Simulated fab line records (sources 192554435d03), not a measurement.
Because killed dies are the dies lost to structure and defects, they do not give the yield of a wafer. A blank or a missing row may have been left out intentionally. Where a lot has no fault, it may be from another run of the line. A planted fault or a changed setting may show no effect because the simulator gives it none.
The tool behind it: which one? + flow n5-finfet + Sampling: 6 lots, 15 wafers, 4 of 1938 route steps

== WHAT THE GAUGES SHOWED, per wafer ==
N5_BEOL_M6_THK_MEAS_01.
| lot  | measured     | on            | M6_ILD_THK (nm)   |
|------|--------------|---------------|-------------------|
| L639 | day 10 02:02 | film-metro-01 | 153.6 157.3       |
| L640 | day 10 12:16 | film-metro-01 | 155.3 160.3       |
| L645 | day 11 12:34 | film-metro-02 | 155.5 158.8 155.8 |
| L648 | day 12 22:56 | film-metro-02 | 152.3 156.9       |
| L650 | day 13 17:11 | film-metro-02 | 154.4 156.5 157.7 |
| L660 | day 16 06:17 | film-metro-01 | 124.3 124.5 124.4 |

== WHICH TOOL RAN EACH LOT (tool, then ch and the chambers of the sampled wafers, then the start) ==
| lot  | N5_BEOL_M5_ALD_86                   | N5_BEOL_M5_SURFACE_TREAT_87  | N5_BEOL_M6_ILD_DEP_00           |
|------|-------------------------------------|------------------------------|---------------------------------|
| L639 | ald-metal-01 ch 0,3, day 9 19:33    | pvd-sputter-01, day 9 19:46  | pecvd-03 ch 1,2, day 10 01:27   |
| L640 | ald-metal-03 ch 0,1, day 10 05:45   | pvd-sputter-03, day 10 05:59 | pecvd-01 ch 0, day 10 11:41     |
| L645 | ald-metal-01 ch 0,2, day 11 05:49   | pvd-sputter-03, day 11 06:05 | pecvd-02 ch 0,1,2, day 11 11:59 |
| L648 | ald-metal-04 ch 2,3, day 12 15:23   | pvd-sputter-01, day 12 16:34 | pecvd-03 ch 0,2, day 12 22:20   |
| L650 | ald-metal-04 ch 0,2,3, day 13 10:37 | pvd-sputter-02, day 13 10:54 | pecvd-01 ch 0,1,2, day 13 16:36 |
| L660 | ald-metal-04 ch 0,2, day 15 23:47   | pvd-sputter-01, day 16 00:01 | pecvd-03 ch 0,1,2, day 16 05:43 |
- N5_BEOL_M5_ALD_86: deposits TaN, pulse time 2 s, purge time 3 s, co reactant purge time 2 s.
- N5_BEOL_M5_SURFACE_TREAT_87
- N5_BEOL_M6_ILD_DEP_00: deposits SiCOH lowk from DEMS/porogen, target thk 179.75 nm, time 33.4 s.

== THE ANSWER, worked out from the rows above alone ==
Rule: the lots themselves supply what counts as usual. The widest of any qualifying gaps counts: lots, ordered by their means at a reading, are off when they make up no more than a third of the lots, leave a main group of 4 or more, and stand apart from it by 3 or more times the standard deviation of that group's means. A main group whose means are all the same, to the digits that the tables above print for the reading, isn't used. Also off: a lot with no number at a reading for which 4 or more lots have one. All remaining lots with rows at the step are treated as sound.
Off: at N5_BEOL_M6_THK_MEAS_01 (M6_ILD_THK), L660. The main group has a mean of 156.2 nm with a standard deviation of 1.1.
A tool fits if, at a process step before that reading, it ran every lot that is off, and no sound lot after the first of them. The gauges at N5_BEOL_M6_THK_MEAS_01 are tried like those tools. Can't be told from this: 4 tools fit, ald-metal-04 at N5_BEOL_M5_ALD_86, pvd-sputter-01 at N5_BEOL_M5_SURFACE_TREAT_87, pecvd-03 at N5_BEOL_M6_ILD_DEP_00, film-metro-01 at N5_BEOL_M6_THK_MEAS_01.

== WHAT HAD BEEN PUT IN BY THE SIMULATOR ==
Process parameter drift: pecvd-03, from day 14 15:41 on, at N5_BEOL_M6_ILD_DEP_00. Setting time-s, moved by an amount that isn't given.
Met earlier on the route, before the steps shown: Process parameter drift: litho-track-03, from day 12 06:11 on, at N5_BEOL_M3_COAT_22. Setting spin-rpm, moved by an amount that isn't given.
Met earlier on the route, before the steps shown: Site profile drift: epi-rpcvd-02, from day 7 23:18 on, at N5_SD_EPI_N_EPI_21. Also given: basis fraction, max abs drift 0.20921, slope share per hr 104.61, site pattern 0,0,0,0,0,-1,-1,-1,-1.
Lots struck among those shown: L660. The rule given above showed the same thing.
